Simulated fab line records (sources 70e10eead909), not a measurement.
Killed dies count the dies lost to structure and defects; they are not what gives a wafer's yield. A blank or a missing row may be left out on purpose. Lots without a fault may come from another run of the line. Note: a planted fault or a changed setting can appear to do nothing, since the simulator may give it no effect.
Chamber matching	flow nandHarc	NHARC_A_STAIRCASE_ETCH_15 on rieDiel-04: 4 sister chambers
The step etches the open film in C4F8/O2, target depth 100 nm, time 40.5 s. 14 wafers are shown with their chamber, then 7 later ones without.

EACH WAFER AND ITS CHAMBER
wafer	chamber	rfVppV (V)	oesProductAu (a.u.)	biasW (W)
L751.2	3	904	0.965	1002.3
L751.4	1	886	0.958	999.8
L751.5	0	890	0.973	1004.1
L757.1	0	892	0.949	1005.1
L757.2	2	899	0.938	999.5
L757.5	0	891	0.947	1003.5
L756.1	1	886	0.935	1001.7
L756.2	0	892	0.963	1001.0
L756.3	2	898	0.923	999.3
L759.1	0	891	0.921	998.8
L759.3	1	886	0.937	1004.4
L759.5	0	889	0.931	998.4
L761.2	1	887	0.941	1004.3
L761.3	3	902	0.948	996.0

SIGNATURES (averages over the wafers above)
reading	chamber 0	chamber 1	chamber 2	chamber 3	scatter within a chamber
rfVppV	890.83	886.25	898.50	903.00	1
oesProductAu	0.94733	0.94275	0.93050	0.95650	0.0157
biasW	1001.817	1002.550	999.400	999.150	2.74
Rule: for a wafer and a chamber, the distance is found by dividing, reading by reading, the gap between the wafer's reading and the chamber's mean by the reading's scatter, squaring, summing and taking the root. The wafer belongs to the nearest chamber; if the next one is less than 2 further off, it can't be placed. The scatter: take each reading less its chamber's mean, square it, sum over the shown wafers, divide by the number of wafers less the number of chambers, and take the root.

WAFERS WHOSE CHAMBER IS MISSING
wafer	rfVppV (V)	oesProductAu (a.u.)	biasW (W)
L761.5	902	0.962	999.9
L762.3	906	0.942	1000.5
L762.4	903	0.951	998.5
L762.6	905	0.940	1006.6
L764.2	900	0.929	1003.6
L764.3	901	0.949	999.9
L764.6	906	0.932	1001.2

CHAMBER TAKEN BY EACH
wafer	from the rows above	in truth
L761.5	3	3
L762.3	3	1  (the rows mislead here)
L762.4	3	3
L762.6	3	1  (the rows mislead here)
L764.2	can't be placed: 2 or 3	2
L764.3	can't be placed: 3 or 2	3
L764.6	3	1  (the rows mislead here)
Correctly placed: 2 of 7. Unplaceable from these rows: 2, with the true chamber sitting among the candidates in 2. 3 placed wrongly.
